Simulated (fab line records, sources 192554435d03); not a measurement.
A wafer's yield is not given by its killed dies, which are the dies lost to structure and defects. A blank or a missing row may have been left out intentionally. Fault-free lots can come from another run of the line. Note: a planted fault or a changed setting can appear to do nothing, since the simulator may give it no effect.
What tool caused it? / flow n5Finfet / 36 wafers from 12 lots sampled at 3 of the route's 1938 steps

## WHAT THE GAUGES SHOWED, per wafer
N5_BEOL_M6_OVL_MEAS_12.
lot=L076; measured=day 8 13:12; on=overlay-02; M6_OVL (nm)=-0.4 0.6 0.1
lot=L077; measured=day 9 12:41; on=overlay-01; M6_OVL (nm)=0.8 -0.6 0.0
lot=L079; measured=day 10 09:41; on=overlay-01; M6_OVL (nm)=-0.9 -0.7 -0.4
lot=L083; measured=day 11 00:17; on=overlay-01; M6_OVL (nm)=0.7 0.5 -0.4
lot=L081; measured=day 11 10:20; on=overlay-02; M6_OVL (nm)=0.0 -0.8 0.9
lot=L085; measured=day 12 08:40; on=overlay-01; M6_OVL (nm)=1.8 0.5 -0.3
lot=L089; measured=day 12 16:53; on=overlay-01; M6_OVL (nm)=-0.4 0.5 0.7
lot=L088; measured=day 13 01:03; on=overlay-02; M6_OVL (nm)=0.8 0.6 0.6
lot=L092; measured=day 13 10:01; on=overlay-02; M6_OVL (nm)=-0.3 -0.9 -0.5
lot=L091; measured=day 13 18:50; on=overlay-01; M6_OVL (nm)=-1.3 -1.3 0.3
lot=L095; measured=day 14 10:46; on=overlay-01; M6_OVL (nm)=0.8 0.5 -0.3
lot=L096; measured=day 15 10:43; on=overlay-01; M6_OVL (nm)=0.5 0.7 1.3

## WHAT TOOL EACH LOT RAN ON (gives the tool, then ch and the chambers of the sampled wafers, and finally the start)
lot=L076; N5_BEOL_M5_PRE_CLEAN_77=cvdCo-02 ch 0,1,2, day 8 10:26; N5_BEOL_M6_PECVD_70=pecvd-04 ch 1,2, day 8 11:20
lot=L077; N5_BEOL_M5_PRE_CLEAN_77=cvdCo-01 ch 0,1,2, day 9 10:39; N5_BEOL_M6_PECVD_70=pecvd-03 ch 0,2, day 9 11:35
lot=L079; N5_BEOL_M5_PRE_CLEAN_77=cvdCo-02 ch 0,2, day 10 06:36; N5_BEOL_M6_PECVD_70=pecvd-04 ch 0,1,2, day 10 07:33
lot=L083; N5_BEOL_M5_PRE_CLEAN_77=cvdCo-02 ch 1,2, day 10 22:30; N5_BEOL_M6_PECVD_70=pecvd-04 ch 0,2, day 10 23:24
lot=L081; N5_BEOL_M5_PRE_CLEAN_77=cvdCo-02 ch 0,1,2, day 11 08:22; N5_BEOL_M6_PECVD_70=pecvd-03 ch 0,1, day 11 09:16
lot=L085; N5_BEOL_M5_PRE_CLEAN_77=cvdCo-01 ch 0,1,2, day 12 05:37; N5_BEOL_M6_PECVD_70=pecvd-04 ch 0,1,2, day 12 06:31
lot=L089; N5_BEOL_M5_PRE_CLEAN_77=cvdCo-01 ch 0,1,2, day 12 14:50; N5_BEOL_M6_PECVD_70=pecvd-03 ch 0,2, day 12 15:44
lot=L088; N5_BEOL_M5_PRE_CLEAN_77=cvdCo-01 ch 1,2, day 12 23:19; N5_BEOL_M6_PECVD_70=pecvd-02 ch 0,2, day 13 00:16
lot=L092; N5_BEOL_M5_PRE_CLEAN_77=cvdCo-02 ch 0,1, day 13 07:11; N5_BEOL_M6_PECVD_70=pecvd-04 ch 0,1,2, day 13 08:07
lot=L091; N5_BEOL_M5_PRE_CLEAN_77=cvdCo-02 ch 1,2, day 13 16:13; N5_BEOL_M6_PECVD_70=pecvd-02 ch 0,1,2, day 13 17:08
lot=L095; N5_BEOL_M5_PRE_CLEAN_77=cvdCo-01 ch 0,2, day 14 08:04; N5_BEOL_M6_PECVD_70=pecvd-03 ch 1,2, day 14 08:58
lot=L096; N5_BEOL_M5_PRE_CLEAN_77=cvdCo-02 ch 0,2, day 15 06:56; N5_BEOL_M6_PECVD_70=pecvd-04 ch 0,1,2, day 15 07:53
- N5_BEOL_M5_PRE_CLEAN_77: time 15 s.
- N5_BEOL_M6_PECVD_70: deposits SiO2 from TEOS/O2, target thk 20 nm, time 22.7 s.

## THE ANSWER, worked out from the rows above alone
Rule: the usual values come from the lots themselves. Put in order of their means at a reading, lots are off if they are a third of the lots or fewer, leave a main group of 4 or more, and stand apart from it by a gap of 3 or more times the standard deviation of the main group's means; of several such gaps the widest counts. A main group whose means are all the same, to the digits that the tables above print for the reading, isn't used. Also off: a lot with no number at a reading for which 4 or more lots have one. Any other lot the step has rows for is counted as sound.
Nothing can be told from this: no lot is off at any reading shown.

## WHAT THE SIMULATOR HAD PUT IN
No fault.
